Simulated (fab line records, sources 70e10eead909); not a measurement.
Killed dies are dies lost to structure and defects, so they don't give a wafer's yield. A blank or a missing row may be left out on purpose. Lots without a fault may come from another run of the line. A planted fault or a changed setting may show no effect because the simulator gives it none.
fab line records | flow nand_harc | part 2 of 2: steps 33 to 48 of 48
record lots=5 wafers=15 last_day=33
route steps=1302 shown P_ZERO_WELL@4
lots that met no fault: from a run of the same line without faults
start_h: hours from the record's first day to the start of the lot's first wafer shown | wait_h: hours since the lot's step before | " the same as in the row above | L1.1+2: a row that stands for several wafers | - no value, or no start given | * or withheld: withheld | < > ~ a bound
route shown NAME@n: a module of which the file shows steps, and the number in the route of the first | usual: mean/standard deviation of fault-free wafers | same: alike in all rows | chamber/n: place in a boat | sites: the reading at each site | _std_site: their standard deviation | _edge_site: outer sites' mean less inner sites' | radius_mm: how far each site lies from the wafer's centre | mask NAME#n: copy n | behind: the tool/chamber that last shaped the wafer | hold: why the lot was held/for how many hours/how that ended | device: the transistor (n, p or np) that didn't switch | end of line: the same wafers' tests at the end of the route | a step without rows: its recipe alone | killed: dies lost to structure and defects at the first sort, not the wafer's yield | map: a wafer's dies, x killed, . not, _ none there
set.NAME: the setting as run; set.NAME@STEP: as run at that earlier step | model.NAME: the simulator's own value behind a step, which no gauge read
lots at some steps of the route; a table a step, a row a wafer
services: from which hour (start_h, from the record's first day; less than 0 if before it) a tool's chamber was out of use, for how many hours, and why
## steps
# step NHARC_P_ZERO_WELL_DEHYDRATE_29
# recipe temp_c=150 time_s=120
# columns lot.wafer tool chamber start_h wait_h
L074.1+2+6 litho_track-05 0 7.99 -
L076.2+4+6 litho_track-07 0 19.83 -
L077.1+2+4 litho_track-07 0 29.69 -
L094.3+4+5 litho_track-02 0 199.54 -
L097.2+4+5 litho_track-05 0 229.68 -
# step NHARC_P_ZERO_WELL_HMDS_30
# recipe time_s=30
# columns lot.wafer tool chamber start_h wait_h
L074.1+2+6 litho_track-05 0 - -
L076.2+4+6 litho_track-07 0 - -
L077.1+2+4 litho_track-07 0 - -
L094.3+4+5 litho_track-02 0 - -
L097.2+4+5 litho_track-05 0 - -
# step NHARC_P_ZERO_WELL_COAT_31
# recipe spin_rpm=withheld
# columns lot.wafer tool chamber start_h wait_h
L074.1+2+6 litho_track-05 0 - -
L076.2+4+6 litho_track-07 0 - -
L077.1+2+4 litho_track-07 0 - -
L094.3+4+5 litho_track-02 0 - -
L097.2+4+5 litho_track-05 0 - -
# step NHARC_P_ZERO_WELL_SOFTBAKE_32
# recipe temp_c=122 time_s=95
# columns lot.wafer tool chamber start_h wait_h
L074.1+2+6 litho_track-05 0 - -
L076.2+4+6 litho_track-07 0 - -
L077.1+2+4 litho_track-07 0 - -
L094.3+4+5 litho_track-02 0 - -
L097.2+4+5 litho_track-05 0 - -
# step NHARC_P_ZERO_WELL_EBR_33
# columns lot.wafer tool chamber start_h wait_h
L074.1+2+6 litho_track-05 0 - -
L076.2+4+6 litho_track-07 0 - -
L077.1+2+4 litho_track-07 0 - -
L094.3+4+5 litho_track-02 0 - -
L097.2+4+5 litho_track-05 0 - -
# step NHARC_P_ZERO_WELL_EXPOSE_34
# recipe na=0.6 target_cd_nm=720 dose_mj=22.31 mask_id=P_PWELL
# columns lot.wafer tool chamber start_h wait_h mask
L074.1+2+6 krf_scanner-02 0 8.14 - P_PWELL#0
L076.2+4+6 krf_scanner-03 0 19.98 - P_PWELL#0
L077.1+2+4 krf_scanner-02 0 29.96 - P_PWELL#0
L094.3+4+5 krf_scanner-02 0 199.69 - P_PWELL#0
L097.2+4+5 krf_scanner-04 0 229.96 - P_PWELL#0
# step NHARC_P_ZERO_WELL_PEB_35
# recipe peb_temp_c=118 peb_time_s=85
# columns lot.wafer tool chamber start_h wait_h
L074.1+2+6 litho_track-07 0 8.20 0.1
L076.2+4+6 litho_track-02 0 20.04 0.1
L077.1+2+4 litho_track-05 0 30.03 0.1
L094.3+4+5 litho_track-05 0 199.75 0.1
L097.2+4+5 litho_track-02 0 230.02 0.1
# step NHARC_P_ZERO_WELL_DEVELOP_36
# recipe time_s=70
# columns lot.wafer tool chamber start_h wait_h
L074.1+2+6 litho_track-07 0 - -
L076.2+4+6 litho_track-02 0 - -
L077.1+2+4 litho_track-05 0 - -
L094.3+4+5 litho_track-05 0 - -
L097.2+4+5 litho_track-02 0 - -
# step NHARC_P_ZERO_WELL_CD_MEAS_37
# recipe target_cd_nm=720 landing_energy_ev=500
# usual cd_nm=720.2/1.5
# columns lot.wafer tool chamber start_h wait_h cd_nm
L074.1 cd_sem-03 0 8.30 - 719.8
L074.2 " 0 " " 719.8
L074.6 " 0 " " 719.5
L076.2 cd_sem-02 0 20.13 - 719.0
L076.4 " 0 " " 717.6
L076.6 " 0 " " 717.0
L077.1 cd_sem-03 0 30.12 - 720.3
L077.2 " 0 " " 721.2
L077.4 " 0 " " 720.0
L094.3 cd_sem-01 0 199.84 - 720.1
L094.4 " 0 " " 720.9
L094.5 " 0 " " 720.5
L097.2 cd_sem-02 0 230.11 - 718.7
L097.4 " 0 " " 719.1
L097.5 " 0 " " 719.0
# step NHARC_P_ZERO_WELL_HARDBAKE_38
# recipe temp_c=125 time_s=80
# columns lot.wafer tool chamber start_h wait_h
L074.1+2+6 litho_track-05 0 8.38 -
L076.2+4+6 litho_track-07 0 20.21 -
L077.1+2+4 litho_track-05 0 30.20 -
L094.3+4+5 litho_track-07 0 199.92 -
L097.2+4+5 litho_track-02 0 230.19 -
# step NHARC_P_ZERO_WELL_DESCUM_39
# recipe time_s=3 o2_flow_sccm=200 ar_flow_sccm=0 bias_power_w=0 chemistry=O2
# usual drypump_motor_current_A=5.7/0.44 oes_product_au=1.001/0.0071 rf_vpp_V=57.7/0.97 showerhead_plenum_p_Torr=1.89/0.1 throttle_valve_pct=11.311/0.0089
# columns lot.wafer tool chamber start_h wait_h drypump_motor_current_A oes_product_au rf_hours_counter_h rf_vpp_V showerhead_plenum_p_Torr throttle_valve_pct
L074.1 rie_diel-05 3 8.49 - 5.2 1.007 49 59.0 1.77 11.297
L074.2 " 0 " " 6.3 1.005 46 57.4 1.81 11.318
L074.6 " 1 " " 5.4 1.008 - 58.3 1.99 11.302
L076.4 rie_diel-04 1 20.30 - 6.0 1.011 13 59.4 1.93 11.290
L076.2 " 2 " " 5.6 1.004 7 57.5 1.83 11.309
L076.6 " 1 " " 6.0 1.018 - 57.9 1.93 11.322
L077.4 rie_diel-03 2 30.28 - 5.0 0.991 35 57.6 2.06 11.314
L077.1 " 3 " " 6.0 0.989 42 56.8 1.80 11.304
L077.2 " 1 " " 5.9 1.000 39 57.4 1.85 11.305
L094.3 rie_diel-05 2 200.04 - 6.2 0.998 59 57.1 1.80 11.314
L094.4 " 3 " " 5.2 1.004 52 58.4 2.06 11.310
L094.5 " 2 " " 6.2 0.998 - 57.3 1.80 11.319
L097.2 rie_diel-03 2 230.28 - 5.0 1.005 36 58.8 2.05 11.327
L097.4 " 0 " " 5.2 0.999 42 58.2 1.86 11.318
L097.5 " 2 " " 5.0 1.007 - 58.0 2.05 11.313
# step NHARC_P_ZERO_WELL_IMPLANT_40
# recipe energy_kev=300 dose_cm2=1e+13 tilt_deg=7
# columns lot.wafer tool chamber start_h wait_h
L074.1+2+6 implanter-01 0 8.61 0.1
L076.2+4+6 implanter-01 0 20.47 0.1
L077.1+2+4 implanter-01 0 30.42 0.1
L094.3+4+5 implanter-02 0 200.25 0.2
L097.2+4+5 implanter-02 0 230.45 0.2
# step NHARC_P_ZERO_WELL_IMPLANT_59
# recipe energy_kev=120 dose_cm2=5e+12 tilt_deg=7
# columns lot.wafer tool chamber start_h wait_h
L074.1+2+6 implanter-01 0 8.79 0.1
L076.2+4+6 implanter-01 0 20.65 0.1
L077.1+2+4 implanter-01 0 30.60 0.2
L094.3+4+5 implanter-02 0 200.43 0.2
L097.2+4+5 implanter-02 0 230.63 0.2
# step NHARC_P_ZERO_WELL_IMPLANT_60
# recipe energy_kev=30 dose_cm2=2e+12 tilt_deg=7
# columns lot.wafer tool chamber start_h wait_h
L074.1+2+6 implanter-01 0 8.97 0.1
L076.2+4+6 implanter-01 0 20.82 0.1
L077.1+2+4 implanter-01 0 30.79 0.2
L094.3+4+5 implanter-02 0 200.61 0.2
L097.2+4+5 implanter-02 0 230.81 0.2
# step NHARC_P_ZERO_WELL_STRIP_41
# recipe time_s=840 temp_c=130 chemistry=SPM
# usual bath_guard_temp_C=130.1/0.5 temp_c=130.00/0.15
# columns lot.wafer tool chamber start_h wait_h bath_guard_temp_C temp_c
L074.6 wet_bench-09 4 9.18 0.0 130.6 130.00
L074.2 " 5 " " 130.5 130.20
L074.1 " 1 " " 130.2 129.87
L076.6 wet_bench-09 1 21.02 0.0 130.2 130.01
L076.2 " 4 " " 130.8 130.21
L076.4 " 5 " " 130.8 129.94
L077.2 wet_bench-09 0 31.00 0.2 130.4 130.10
L077.4 " 3 " " 130.0 130.12
L077.1 " 4 " " 130.7 130.09
L094.5 wet_bench-09 3 200.78 0.1 130.0 130.19
L094.3 " 5 " " 130.1 130.12
L094.4 " 6 " " 129.7 129.88
L097.5 wet_bench-04 1 231.00 0.1 130.5 129.81
L097.2 " 2 " " 129.9 130.19
L097.4 " 5 " " 130.1 130.14
# step NHARC_P_ZERO_WELL_DEHYDRATE_44
# recipe temp_c=150 time_s=120
# columns lot.wafer tool chamber start_h wait_h
L074.1+2+6 litho_track-05 0 9.51 -
L076.2+4+6 litho_track-02 0 21.34 -
L077.1+2+4 litho_track-07 0 31.33 -
L094.3+4+5 litho_track-02 0 201.10 -
L097.2+4+5 litho_track-05 0 231.34 -
## services
# columns tool chamber start_h hours kind
krf_scanner-04 - -14.00 4.0 pm
implanter-02 - -7.45 1.5 repair
rie_diel-05 0 0.45 3.9 repair
rie_diel-04 2 4.86 3.8 repair
rie_diel-04 - 16.11 0.1 repair
implanter-02 - 20.80 0.9 repair
litho_track-02 - 28.00 7.0 pm
rie_diel-05 - 28.60 9.0 pm
rie_diel-03 3 41.98 7.6 repair
implanter-02 - 44.68 2.3 repair
krf_scanner-04 - 46.83 0.2 repair
litho_track-07 - 52.00 7.0 pm
rie_diel-03 - 80.37 9.0 pm
litho_track-05 - 100.01 7.0 pm
implanter-02 - 125.82 13.0 pm
rie_diel-04 - 154.16 9.0 pm
implanter-02 - 191.17 2.2 repair
rie_diel-04 1 198.23 12.1 repair
litho_track-02 - 203.00 7.0 pm
rie_diel-03 2 205.24 9.5 repair
implanter-01 - 212.53 1.2 repair
rie_diel-04 2 217.82 8.8 repair
implanter-01 - 223.05 4.7 repair
litho_track-07 - 227.00 7.0 pm
